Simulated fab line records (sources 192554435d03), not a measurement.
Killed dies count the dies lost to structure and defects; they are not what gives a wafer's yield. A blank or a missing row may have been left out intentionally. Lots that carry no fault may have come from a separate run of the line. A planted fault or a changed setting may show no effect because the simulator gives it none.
fab line records	flow n5-finfet
record lots=7	wafers=39
route steps=1938 shown BEOL_M0_SAQP@672 BEOL_M3@993 BEOL_M4@1070 BEOL_M9@1443
start-h: hours from the record's first day to the start of the lot's first wafer shown	wait-h: how many hours have passed since the lot's step before this one	" the same as in the row above	L1.1+2: a single row standing in for several wafers	- either no value or no given start	* or withheld: withheld	< > ~ a bound
route shown NAME@n: names a module that has steps shown in the file, with the first one's number in the route	usual: mean and standard deviation over wafers with no fault	same: alike in all rows	chamber/n: place in a boat	sites: each site's reading	_std_site: how widely they spread, as a standard deviation	_edge_site: the outer-site mean with the inner-site mean subtracted	radius-mm: how far each site lies from the wafer's centre	mask NAME#n: copy n	behind: the most recent tool/chamber to have shaped the wafer	hold: why the lot went on hold/how many hours it stayed there/how the hold came to an end	device: the transistor (n, p or np) that didn't switch	end of line: tests run on the same wafers once the route is complete	where a step has no rows: the recipe by itself	killed: the dies lost at the first sort to structure and to defects; this is not the yield of the wafer	map: a wafer's dies, x killed, . not, _ none there
set.NAME: the setting the step ran with; set.NAME@STEP: the setting that earlier step ran with	model.NAME: the simulator's own value behind a step, which no gauge read
lots whose settings were changed on purpose; a table a step, a row a wafer
## steps
# step N5_BEOL_M0_SAQP_ETCH_106
# recipe chemistry=N2/H2	target=SOC	target-depth-a=1500	stop-on=SiNx	ion-energy-ev=100	bias-w=61	pressure-mtorr=30	source-w=850	n2-flow-sccm=200	h2-flow-sccm=200
lot.wafer	tool	chamber	start-h	wait-h	set.target-depth-a	model.SOC_of_BEOL_M0_SAQP_COAT_105.thk-nm
L075.1	rie-diel-02	2	120.42	-	1500	24
L075.2	"	3	"	"	1500	22.8
L075.3	"	1	"	"	1500	23.6
L075.4	"	1	"	"	1500	23.4
L075.5	"	3	"	"	1500	22.6
L075.6	"	2	"	"	1500	24.2
L078.1	rie-diel-06	2	140.29	-	1500	25.2
L078.2	"	1	"	"	1500	24.8
L078.3	"	3	"	"	1500	24
L078.4+6	"	1,2	"	"	1500	25
L078.5	"	3	"	"	1500	23.8
L085.1	rie-diel-02	0	190.32	-	1500	23.8
L085.2+3	"	1,2	"	"	1500	25.4
L085.4	"	3	"	"	1500	24
L085.5	"	0	"	"	1500	24.2
L085.6	"	3	"	"	1500	24.6
L087.2	rie-diel-02	1	200.36	-	1500	24.6
L087.4	"	1	"	"	1500	24.4
L087.6	"	0	"	"	1500	22
L090.1	rie-diel-06	3	213.86	-	1500	24
L090.2	"	0	"	"	611.7	69.6
L090.3	"	1	"	"	1500	24.2
L090.4	"	2	"	"	611.7	69.4
L090.5	"	3	"	"	611.7	68.6
L090.6	"	0	"	"	1500	24.6
L091.1	rie-diel-04	1	214.22	-	1500	26.6
L091.2+4	"	3	"	"	1500	26.2
L091.3	"	0	"	"	1500	25.6
L091.5	"	1	"	"	1500	26.8
L091.6	"	0	"	"	1500	25.8
L093.1	rie-diel-04	1	251.16	-	1120	46
L093.2	"	2	"	"	1120	44.6
L093.3	"	3	"	"	1500	26.6
L093.4	"	0	"	"	1500	27.8
L093.5	"	0	"	"	1120	45.6
L093.6	"	3	"	"	1500	27.2
# step N5_BEOL_M0_SAQP_ETCH_107
# recipe chemistry=CH3F/O2	target=SiNx	target-depth-a=300	mask-material=SOC	pressure-mtorr=30	source-w=395	bias-w=73	Ar_flow_sccm=150	CH3F_flow_sccm=30	O2_flow_sccm=20	ion-energy-ev=120
lot.wafer	tool	chamber	start-h	wait-h	set.target-depth-a@BEOL_M0_SAQP_ETCH_106	model.SOC_of_BEOL_M0_SAQP_COAT_105.thk-nm
L075.1	rie-diel-02	2	120.48	0.0	1500	13.4
L075.2+5	"	3	"	"	1500	11.6
L075.3	"	1	"	"	1500	12.6
L075.4	"	1	"	"	1500	12.4
L075.6	"	2	"	"	1500	13.6
L078.1	rie-diel-06	2	140.35	0.0	1500	14.4
L078.2+4	"	1	"	"	1500	14
L078.3+5	"	3	"	"	1500	13
L078.6	"	2	"	"	1500	14.2
L085.1	rie-diel-02	0	190.38	0.0	1500	12.6
L085.2	"	1	"	"	1500	14.6
L085.3	"	2	"	"	1500	14.8
L085.4+5	"	3,0	"	"	1500	13
L085.6	"	3	"	"	1500	13.6
L087.2	rie-diel-02	1	200.42	0.0	1500	13.8
L087.4	"	1	"	"	1500	13.6
L087.6	"	0	"	"	1500	11.2
L090.1	rie-diel-06	3	213.92	0.0	1500	13
L090.2+4	"	0,2	"	"	611.7	58.6
L090.3	"	1	"	"	1500	13.2
L090.5	"	3	"	"	611.7	57.6
L090.6	"	0	"	"	1500	13.6
L091.1+5	rie-diel-04	1	214.28	0.0	1500	16.2
L091.2+4	"	3	"	"	1500	15.6
L091.3	"	0	"	"	1500	15
L091.6	"	0	"	"	1500	15.4
L093.1	rie-diel-04	1	251.22	0.0	1120	35.4
L093.2	"	2	"	"	1120	34
L093.3	"	3	"	"	1500	16
L093.4	"	0	"	"	1500	17.4
L093.5	"	0	"	"	1120	35.2
L093.6	"	3	"	"	1500	16.4
# step N5_BEOL_M3_CVD_47
# recipe material=Co	target-thk-a=30	temp-c=withheld	precursor=CCTBA/H2	pressure-torr=30	time-s=223.8
lot.wafer	tool	chamber	start-h	wait-h	set.target-thk-a	model.Co_of_BEOL_M3_CVD_47.thk-nm
L075.1+2+6	cvd-co-01	2,0,1	155.20	0.1	24.05	2.2
L075.3	"	1	"	"	30	3
L075.4+5	"	2,0	"	"	30	2.8
L078.1+4+5	cvd-co-02	2,2,0	179.12	0.1	47.07	4.6
L078.2	"	0	"	"	30	3
L078.3+6	"	0,2	"	"	30	2.8
L085.1+2+3	cvd-co-02	2,0,1	227.29	0.1	30	3
L085.4+5	"	0,1	"	"	16.73	1.8
L085.6	"	2	"	"	16.73	1.6
L087.2+6	cvd-co-01	0,2	240.30	0.1	30	2.8
L087.4	"	1	"	"	30	3
L090.1+2	cvd-co-02	2,0	246.91	0.2	22.33	2.2
L090.3+4+5	"	1,2,1	"	"	30	3
L090.6	"	0	"	"	22.33	2.4
L091.1+6	cvd-co-02	0,1	250.76	0.1	30	3.2
L091.2+4	"	2	"	"	30	2.8
L091.3+5	"	1,0	"	"	30	3
L093.1	cvd-co-01	0	283.57	0.0	18.81	2
L093.2+6	"	1,0	"	"	18.81	1.8
L093.3+5	"	2	"	"	30	2.8
L093.4	"	1	"	"	30	3
# step N5_BEOL_M4_TRENCH_ETCH_37
# recipe chemistry=C4F6/O2	target-depth-a=555.55	target=SiOC	time-s=29.2	ion-energy-ev=250	pressure-mtorr=30	source-w=355	bias-w=185	Ar_flow_sccm=300	C4F6_flow_sccm=10	O2_flow_sccm=10
lot.wafer	tool	chamber	start-h	wait-h	set.time-s	model.BEOL_M4.feature-depth-nm	model.etch.depth-nm	model.TiN_of_BEOL_M4_HM_DEP_02.thk-nm
L075.1	rie-diel-03	1	-	-	36.1	67.8	67.84	17.4
L075.2	"	0	"	"	29.2	55.4	55.48	17.6
L075.3	"	3	"	"	29.2	53.2	53.15	17.6
L075.4	"	2	"	"	29.2	54.8	54.87	17.6
L075.5	"	2	"	"	36.1	68.6	68.59	17.2
L075.6	"	3	"	"	36.1	65.8	65.82	17.4
L078.1	rie-diel-03	3	-	-	43.38	79.6	79.69	16.8
L078.2	"	0	"	"	43.38	82.2	82.12	16.4
L078.3	"	1	"	"	29.2	55.2	55.18	17.8
L078.4	"	2	"	"	29.2	55.4	55.36	18
L078.5	"	3	"	"	29.2	52.8	52.85	18
L078.6	"	0	"	"	43.38	82.8	82.82	16.8
L085.1	rie-diel-05	1	-	-	13.12	25	24.93	18.8
L085.2	"	2	"	"	29.2	56.4	56.35	17.6
L085.3	"	0	"	"	29.2	55.2	55.11	17.4
L085.4	"	0	"	"	13.12	24.8	24.79	18.8
L085.5	"	2	"	"	13.12	25	25	18.8
L085.6	"	1	"	"	29.2	55.6	55.62	17.6
L087.2	rie-diel-03	3	-	-	29.2	54	54.03	17.6
L087.4	"	1	"	"	29.2	54.8	54.83	17.6
L087.6	"	2	"	"	29.2	55.8	55.76	17.4
L090.1	rie-diel-05	1	-	-	29.2	55	54.96	17.2
L090.2	"	2	"	"	29.2	55.4	55.34	17.2
L090.3	"	0	"	"	29.2	54.4	54.41	17.2
L090.4	"	3	"	"	44.05	85.4	85.39	16
L090.5	"	0	"	"	44.05	81.8	81.85	15.8
L090.6	"	1	"	"	44.05	82.8	82.8	16.2
L091.1	rie-diel-03	0	-	-	44.8	84.6	84.67	16.4
L091.2	"	1	"	"	29.2	55	54.9	17.8
L091.3	"	3	"	"	44.8	82	81.93	16.6
L091.4	"	0	"	"	29.2	55.6	55.68	17.6
L091.5	"	3	"	"	29.2	53.4	53.5	17.8
L091.6	"	1	"	"	44.8	84.4	84.37	16.4
L093.1	rie-diel-01	2	-	-	29.2	55.4	55.5	17.8
L093.2	"	1	"	"	29.2	55.4	55.3	17.6
L093.3	"	0	"	"	29.2	55	54.91	17.4
L093.4	"	0	"	"	29.2	55	54.97	17.6
L093.5	"	2	"	"	29.2	54.6	54.69	17.8
L093.6	"	1	"	"	29.2	55.6	55.67	17.6
# step N5_BEOL_M4_ETCH_41
# recipe chemistry=CH3F/O2	target=SiCN	target-depth-a=299	taper-deg=2	time-s=52.5	ion-energy-ev=120	mask-material=TiN	pressure-mtorr=30	source-w=395	bias-w=75	Ar_flow_sccm=150	CH3F_flow_sccm=30	O2_flow_sccm=20
# step N5_BEOL_M4_STRIP_97
# recipe chemistry=N2/H2	time-s=10	power-w=450	temp-c=40	pressure-mtorr=20	rf-frequency-hz=6e+07	bias-power-w=7	n2-flow-sccm=200	h2-flow-sccm=200
# step N5_BEOL_M4_OCD_MEAS_38
# usual trench-depth-nm=55.1/0.83
lot.wafer	tool	chamber	start-h	wait-h	set.time-s@BEOL_M4_TRENCH_ETCH_37	trench-depth-nm
L075.1	ocd-01	-	165.04	-	36.1	68.2
L075.2	"	-	"	"	29.2	55.3
L075.3	"	-	"	"	29.2	53.0
L075.4	"	-	"	"	29.2	55.3
L075.5	"	-	"	"	36.1	68.7
L075.6	"	-	"	"	36.1	66.1
L078.1	ocd-01	-	188.99	-	43.38	79.6
L078.2	"	-	"	"	43.38	82.1
L078.3	"	-	"	"	29.2	54.8
L078.4	"	-	"	"	29.2	54.8
L078.5	"	-	"	"	29.2	53.5
L078.6	"	-	"	"	43.38	82.5
L085.1	ocd-01	-	233.66	-	13.12	25.1
L085.2	"	-	"	"	29.2	56.2
L085.3	"	-	"	"	29.2	54.3
L085.4	"	-	"	"	13.12	24.6
L085.5	"	-	"	"	13.12	25.2
L085.6	"	-	"	"	29.2	55.1
L087.2	ocd-02	-	249.00	-	29.2	54.0
L087.4	"	-	"	"	29.2	54.8
L087.6	"	-	"	"	29.2	55.5
L090.1	ocd-01	-	253.45	-	29.2	55.1
L090.2	"	-	"	"	29.2	54.7
L090.3	"	-	"	"	29.2	54.3
L090.4	"	-	"	"	44.05	85.3
L090.5	"	-	"	"	44.05	81.7
L090.6	"	-	"	"	44.05	82.2
L091.1	ocd-01	-	257.63	-	44.8	84.9
L091.2	"	-	"	"	29.2	55.0
L091.3	"	-	"	"	44.8	81.5
L091.4	"	-	"	"	29.2	55.8
L091.5	"	-	"	"	29.2	53.3
L091.6	"	-	"	"	44.8	84.5
L093.1	ocd-02	-	292.58	-	29.2	55.4
L093.2	"	-	"	"	29.2	54.9
L093.3	"	-	"	"	29.2	55.2
L093.4	"	-	"	"	29.2	55.2
L093.5	"	-	"	"	29.2	54.7
L093.6	"	-	"	"	29.2	55.8
# step N5_BEOL_M4_HM_STRIP_39
# recipe chemistry=peroxide-tin-strip	material=TiN	target-depth-a=250	temp-c=50	time-s=158
# step N5_BEOL_M4_SRD_40
# recipe time-s=30	temp-c=23	rinse-liquid=diw	dry=ipa-marangoni
# step N5_BEOL_M4_ECD_50
# recipe material=Cu	target-thk-a=3000
# step N5_BEOL_M4_ANNEAL_51
# recipe temp-c=225	time-s=90	ambient=N2
# step N5_BEOL_M4_CMP_52
# recipe stop-on=SiOC	t-overpolish-s=6.8	down-force-psi=1	platen-rpm=50	clearing-platen-down-force-psi=1.5	clearing-platen-rpm=50	post-cmp-clean=cu-alkaline	target-thk-nm=40	clearing-platen-pad-velocity-m-s=0.99484	pad-velocity-m-s=0.99484
lot.wafer	tool	chamber	start-h	wait-h	set.time-s@BEOL_M4_TRENCH_ETCH_37	model.Cu_of_BEOL_M4_ECD_50.thk-nm
L075.2	cmp-04	2	168.22	0.2	29.2	42.8
L075.4	"	3	"	"	29.2	40.4
L075.3	"	0	"	"	29.2	38
L075.1	"	1	"	"	36.1	51.6
L075.6	"	2	"	"	36.1	49.8
L075.5	"	3	"	"	36.1	54
L078.1	cmp-03	1	192.06	0.3	43.38	65.8
L078.4	"	2	"	"	29.2	41.2
L078.2	"	3	"	"	43.38	66.8
L078.3	"	0	"	"	29.2	39.4
L078.5	"	1	"	"	29.2	39
L078.6	"	2	"	"	43.38	69
L085.1	cmp-01	2	236.80	0.3	13.12	9
L085.4	"	3	"	"	13.12	9.2
L085.3	"	0	"	"	29.2	40.4
L085.2	"	1	"	"	29.2	39.8
L085.6	"	2	"	"	29.2	39.4
L085.5	"	3	"	"	13.12	10
L087.4+2	cmp-01	3,0	252.57	0.2	29.2	39.6
L087.6	"	1	"	"	29.2	40.4
L090.4	cmp-04	1	256.47	0.1	44.05	68.6
L090.1	"	2	"	"	29.2	40.8
L090.3	"	3	"	"	29.2	39.4
L090.2	"	0	"	"	29.2	40.6
L090.6	"	1	"	"	44.05	67.8
L090.5	"	2	"	"	44.05	67.6
L091.1	cmp-03	0	261.02	0.3	44.8	69.8
L091.4	"	1	"	"	29.2	42.2
L091.2	"	2	"	"	29.2	40
L091.3	"	3	"	"	44.8	66.8
L091.5	"	0	"	"	29.2	39.4
L091.6	"	1	"	"	44.8	70.8
L093.4	cmp-01	2	296.04	0.1	29.2	39.8
L093.3	"	3	"	"	29.2	39
L093.2	"	0	"	"	29.2	40.2
L093.1	"	1	"	"	29.2	38.4
L093.6	"	2	"	"	29.2	41.4
L093.5	"	3	"	"	29.2	38
# step N5_BEOL_M4_THK_MEAS_53
# recipe thk-meas-gauge=xrf	reads=Cu_of_BEOL_M4_ECD_50
# usual M4_THK=40.2/1.4
lot.wafer	tool	chamber	start-h	wait-h	set.time-s@BEOL_M4_TRENCH_ETCH_37	M4_THK[nm]
L075.1	film-metro-02	-	168.51	-	36.1	51.8
L075.2	"	-	"	"	29.2	43.0
L075.3	"	-	"	"	29.2	38.2
L075.4	"	-	"	"	29.2	40.4
L075.5	"	-	"	"	36.1	53.9
L075.6	"	-	"	"	36.1	50.0
L078.1	film-metro-01	-	192.35	-	43.38	67.2
L078.2	"	-	"	"	43.38	68.3
L078.3	"	-	"	"	29.2	40.3
L078.4	"	-	"	"	29.2	41.9
L078.5	"	-	"	"	29.2	39.7
L078.6	"	-	"	"	43.38	70.3
L085.1	film-metro-02	-	237.10	-	13.12	9.0
L085.2	"	-	"	"	29.2	39.9
L085.3	"	-	"	"	29.2	40.5
L085.4	"	-	"	"	13.12	9.3
L085.5	"	-	"	"	13.12	10.1
L085.6	"	-	"	"	29.2	39.6
L087.2	film-metro-01	-	252.79	-	29.2	39.8
L087.4	"	-	"	"	29.2	39.9
L087.6	"	-	"	"	29.2	40.6
L090.1	film-metro-01	-	256.77	-	29.2	40.8
L090.2	"	-	"	"	29.2	40.7
L090.3	"	-	"	"	29.2	39.5
L090.4	"	-	"	"	44.05	68.8
L090.5	"	-	"	"	44.05	68.2
L090.6	"	-	"	"	44.05	67.9
L091.1	film-metro-01	-	261.31	-	44.8	70.1
L091.2	"	-	"	"	29.2	40.0
L091.3	"	-	"	"	44.8	67.1
L091.4	"	-	"	"	29.2	42.3
L091.5	"	-	"	"	29.2	39.4
L091.6	"	-	"	"	44.8	70.8
L093.1	film-metro-01	-	296.33	-	29.2	38.5
L093.2	"	-	"	"	29.2	40.5
L093.3	"	-	"	"	29.2	39.1
L093.4	"	-	"	"	29.2	40.2
L093.5	"	-	"	"	29.2	38.1
L093.6	"	-	"	"	29.2	41.6
# step N5_BEOL_M4_PRE_CLEAN_60
# recipe gas=NH3/H2	time-s=15	temp-c=*	rf-power-w=300
# step N5_BEOL_M4_CO_CAP_55
# recipe material=Co	target-thk-a=20	temp-c=200	precursor=CCTBA/H2	pressure-torr=30	time-s=102.1
# step N5_BEOL_M4_PRE_CLEAN_56
# recipe gas=NH3	time-s=15	temp-c=withheld	rf-power-w=300
# step N5_BEOL_M4_DEP_57
# recipe material=SiCN	target-thk-a=80	temp-c=withheld	precursor=3MS/NH3	pressure-torr=3	rf-w=202	time-s=14
# step N5_BEOL_M4_RS_MEAS_58
# recipe thk-meas-gauge=four-point-probe	reads=Co_of_BEOL_M4_CO_CAP_55+Cu_of_BEOL_M4_ECD_50+Co_of_BEOL_M4_CVD_47+TaN_of_BEOL_M4_ALD_84
# usual M4_RS=0.671/0.029
lot.wafer	tool	chamber	start-h	wait-h	set.time-s@BEOL_M4_TRENCH_ETCH_37	M4_RS[ohm/sq]
L075.1	film-metro-02	-	168.86	0.1	36.1	0.484
L075.2	"	-	"	"	29.2	0.614
L075.3	"	-	"	"	29.2	0.713
L075.4	"	-	"	"	29.2	0.661
L075.5	"	-	"	"	36.1	0.459
L075.6	"	-	"	"	36.1	0.507
L078.1	film-metro-01	-	192.61	0.0	43.38	0.360
L078.2	"	-	"	"	43.38	0.353
L078.3	"	-	"	"	29.2	0.682
L078.4	"	-	"	"	29.2	0.643
L078.5	"	-	"	"	29.2	0.693
L078.6	"	-	"	"	43.38	0.339
L085.1	film-metro-01	-	237.36	0.0	13.12	5.288
L085.2	"	-	"	"	29.2	0.673
L085.3	"	-	"	"	29.2	0.663
L085.4	"	-	"	"	13.12	5.171
L085.5	"	-	"	"	13.12	4.543
L085.6	"	-	"	"	29.2	0.682
L087.2	film-metro-02	-	253.05	0.1	29.2	0.677
L087.4	"	-	"	"	29.2	0.675
L087.6	"	-	"	"	29.2	0.662
L090.1	film-metro-01	-	257.03	0.0	29.2	0.650
L090.2	"	-	"	"	29.2	0.656
L090.3	"	-	"	"	29.2	0.682
L090.4	"	-	"	"	44.05	0.342
L090.5	"	-	"	"	44.05	0.348
L090.6	"	-	"	"	44.05	0.347
L091.1	film-metro-02	-	261.57	0.0	44.8	0.335
L091.2	"	-	"	"	29.2	0.670
L091.3	"	-	"	"	44.8	0.353
L091.4	"	-	"	"	29.2	0.626
L091.5	"	-	"	"	29.2	0.684
L091.6	"	-	"	"	44.8	0.330
L093.1	film-metro-01	-	296.59	0.0	29.2	0.704
L093.2	"	-	"	"	29.2	0.662
L093.3	"	-	"	"	29.2	0.691
L093.4	"	-	"	"	29.2	0.671
L093.5	"	-	"	"	29.2	0.712
L093.6	"	-	"	"	29.2	0.640
# step N5_BEOL_M9_VIA_ETCH_34
# recipe chemistry=C4F6/O2	target=SiCOH_lowk	target-depth-a=1824	mask-material=SOC	taper-deg=4	time-s=68.4	ion-energy-ev=250	pressure-mtorr=30	source-w=345	bias-w=185	Ar_flow_sccm=300	C4F6_flow_sccm=10	O2_flow_sccm=10
lot.wafer	tool	chamber	start-h	wait-h	set.target-depth-a	model.etch.depth-nm	model.SOC_of_BEOL_M9_COAT_63.thk-nm
L075.1	rie-diel-02	2	214.48	0.0	2563	249.7	47.6
L075.2	"	3	"	"	1824	184	51
L075.3	"	1	"	"	1824	181	50.8
L075.4	"	0	"	"	2563	259.8	47
L075.5	"	1	"	"	1824	179	51
L075.6	"	0	"	"	2563	260.6	47.2
L078.1	rie-diel-06	2	230.56	0.0	1308	128.6	53.4
L078.2	"	1	"	"	1824	180.3	50.8
L078.3	"	3	"	"	1308	130	53.4
L078.4	"	0	"	"	1824	183.5	50.8
L078.5	"	3	"	"	1308	130.7	53
L078.6	"	2	"	"	1824	180.8	50.8
L085.1	rie-diel-06	0	274.49	0.0	1824	185	51
L085.2	"	1	"	"	2163	214.6	49.2
L085.3	"	2	"	"	2163	212.1	49.4
L085.4	"	3	"	"	2163	217.3	49
L085.5	"	2	"	"	1824	180.8	51
L085.6	"	3	"	"	1824	183.3	50.8
L090.1+4	rie-diel-06	3,1	294.62	0.0	1824	182.3	51.2
L090.2	"	0	"	"	1178	119.5	54.4
L090.3	"	1	"	"	1178	116	54.2
L090.5	"	0	"	"	1178	118.8	54.2
L090.6	"	3	"	"	1824	181.8	51
L087.2	rie-diel-02	3	298.71	0.0	1824	184.8	50.8
L087.4	"	0	"	"	1824	185.2	50.8
L087.6	"	1	"	"	1824	180.2	51
L091.1	rie-diel-06	0	298.96	0.0	2383	242.2	47.8
L091.2	"	2	"	"	1824	179.6	51
L091.3	"	1	"	"	1824	179.9	51.2
L091.4	"	0	"	"	1824	186.1	51
L091.5	"	2	"	"	2383	234.9	48.4
L091.6	"	1	"	"	2383	235	48.4
L093.1	rie-diel-04	0	337.96	0.0	1824	182.2	51
L093.2	"	3	"	"	1824	178.3	51.4
L093.3	"	1	"	"	1824	176.9	51.4
L093.4	"	2	"	"	1824	177.4	51.2
L093.5	"	0	"	"	1824	182.3	51
L093.6	"	3	"	"	1824	178.2	51.4
## key
split step=N5_BEOL_M0_SAQP_ETCH_106	setting=target-depth-a	stated=1500	by=wafer
response step=N5_BEOL_M0_SAQP_ETCH_106	reading=model.SOC_of_BEOL_M0_SAQP_COAT_105.thk-nm	change=-0.753	per=1%	r=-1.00
response step=N5_BEOL_M0_SAQP_ETCH_107	reading=model.SOC_of_BEOL_M0_SAQP_COAT_105.thk-nm	shape=bent	at-lowest=58.27	at-stated=13.99	at-highest=13.99
split step=N5_BEOL_M3_CVD_47	setting=target-thk-a	stated=30	by=wafer
response step=N5_BEOL_M3_CVD_47	reading=model.Co_of_BEOL_M3_CVD_47.thk-nm	change=+0.0293	per=1%	r=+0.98
split step=N5_BEOL_M4_TRENCH_ETCH_37	setting=time-s	stated=29.2	by=wafer
response step=N5_BEOL_M4_TRENCH_ETCH_37	reading=model.BEOL_M4.feature-depth-nm	change=+0.554	per=1%	r=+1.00
response step=N5_BEOL_M4_TRENCH_ETCH_37	reading=model.etch.depth-nm	change=+0.554	per=1%	r=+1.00
response step=N5_BEOL_M4_TRENCH_ETCH_37	reading=model.TiN_of_BEOL_M4_HM_DEP_02.thk-nm	change=-0.0234	per=1%	r=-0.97
response step=N5_BEOL_M4_OCD_MEAS_38	reading=trench-depth-nm	change=+0.551	per=1%	r=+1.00
response step=N5_BEOL_M4_CMP_52	reading=model.Cu_of_BEOL_M4_ECD_50.thk-nm	change=+0.545	per=1%	r=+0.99
response step=N5_BEOL_M4_THK_MEAS_53	reading=M4_THK	change=+0.55	per=1%	r=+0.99
response step=N5_BEOL_M4_RS_MEAS_58	reading=M4_RS	shape=bent	at-lowest=5.001	at-stated=0.670	at-highest=0.339
split step=N5_BEOL_M9_VIA_ETCH_34	setting=target-depth-a	stated=1824	by=wafer
response step=N5_BEOL_M9_VIA_ETCH_34	reading=model.etch.depth-nm	change=+1.82	per=1%	r=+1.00
response step=N5_BEOL_M9_VIA_ETCH_34	reading=model.SOC_of_BEOL_M9_COAT_63.thk-nm	change=-0.0902	per=1%	r=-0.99
